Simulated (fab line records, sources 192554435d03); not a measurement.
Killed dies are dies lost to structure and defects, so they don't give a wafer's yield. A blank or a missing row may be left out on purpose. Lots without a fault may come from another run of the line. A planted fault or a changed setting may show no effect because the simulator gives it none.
One fault seen from 3 desks | flow n5_finfet | each desk has only its own numbers; what lay behind them comes last

THE METROLOGY DESK
What the gauges read, lot by lot, whatever tool the lot ran on: means of the sampled wafers that have a number. A lot is out of limits, marked OUT, if its mean lies more than 4 standard deviations from the usual mean; the brackets give that distance. Of its 12 readings 7 are shown: those that lie furthest out on some lot.
Columns: A = cd_nm at N5_BEOL_M3_CD_MEAS_28, usual 25.64 nm; B = V2_OVL at N5_BEOL_M3_OVL_MEAS_29, usual 0.0 nm; C = DIBL_N at N5_BEOL_M4_RC_MEAS_101, usual 35.7 mV/V; D = DIBL_P at N5_BEOL_M4_RC_MEAS_101, usual 35.7 mV/V; E = IOFF_P at N5_BEOL_M4_RC_MEAS_101, usual 0.20 nA/um; F = ION_P at N5_BEOL_M4_RC_MEAS_101, usual 462 uA/um; G = VT_P at N5_BEOL_M4_RC_MEAS_101, usual -251 mV
lot  | first seen here | A     | B    | C    | D    | E    | F   | G
L567 | day 9 15:01     | 25.78 | 0.9  | 36.1 | 34.7 | 0.17 | 456 | -255
L568 | day 9 16:44     | 25.76 | -0.8 | 35.5 | 35.6 | 0.17 | 461 | -255
L572 | day 11 12:12    | 25.43 | -0.1 | 36.4 | 37.4 | 0.22 | 466 | -252
L576 | day 11 19:31    | 25.47 | -0.3 | 33.8 | 34.7 | 0.15 | 454 | -258
L580 | day 12 19:55    | 25.88 | 0.2  | 36.0 | 37.7 | 0.20 | 459 | -253
This desk's finding: nothing out of limits on any of the 5 lots.

THE TOOL OWNER'S DESK: rie_diel-02
The tool's own readings at N5_BEOL_M3_ETCH_70 (etches SOC in N2/H2, target depth 80 nm, overetch 16 nm, time 120 s): means of the sampled wafers that have a number, for each lot that ran on this tool. A lot is out of limits, marked OUT, if its mean lies more than 4 standard deviations from the usual mean; the brackets give that distance.
Columns: A = drypump_motor_current_A at N5_BEOL_M3_ETCH_70, usual 5.6 A; B = oes_product_au at N5_BEOL_M3_ETCH_70, usual 0.64 a.u.; C = rf_vpp_V at N5_BEOL_M3_ETCH_70, usual 524.7 V; D = showerhead_plenum_p_Torr at N5_BEOL_M3_ETCH_70, usual 2.58 Torr; E = throttle_valve_pct at N5_BEOL_M3_ETCH_70, usual 17.75 %
lot  | first seen here | A   | B    | C     | D    | E
L568 | day 10 01:08    | 5.3 | 0.66 | 527.7 | 2.71 | 17.79
L576 | day 12 03:44    | 5.3 | 0.65 | 525.5 | 2.61 | 17.55
This desk's finding: nothing out of limits on any of the 2 lots.

THE DEFECT DESK
What the inspections along the route counted, lot by lot: means of the sampled wafers that have a number. A lot is out of limits, marked OUT, if its mean lies more than 4 standard deviations from the usual mean; the brackets give that distance.
Columns: A = raw_defect_count at N5_BEOL_M3_INSPECT_30, usual 421
lot  | first seen here | A
L567 | day 9 15:07     | 501
L568 | day 9 16:50     | 274
L572 | day 11 12:17    | 342
L576 | day 11 19:37    | 443
L580 | day 12 20:00    | 390
This desk's finding: nothing out of limits on any of the 5 lots.

PUT TOGETHER
The metrology desk saw nothing out of limits.
The tool owner's desk saw nothing out of limits.
The defect desk saw nothing out of limits.

WHAT THE SIMULATOR HAD PUT IN
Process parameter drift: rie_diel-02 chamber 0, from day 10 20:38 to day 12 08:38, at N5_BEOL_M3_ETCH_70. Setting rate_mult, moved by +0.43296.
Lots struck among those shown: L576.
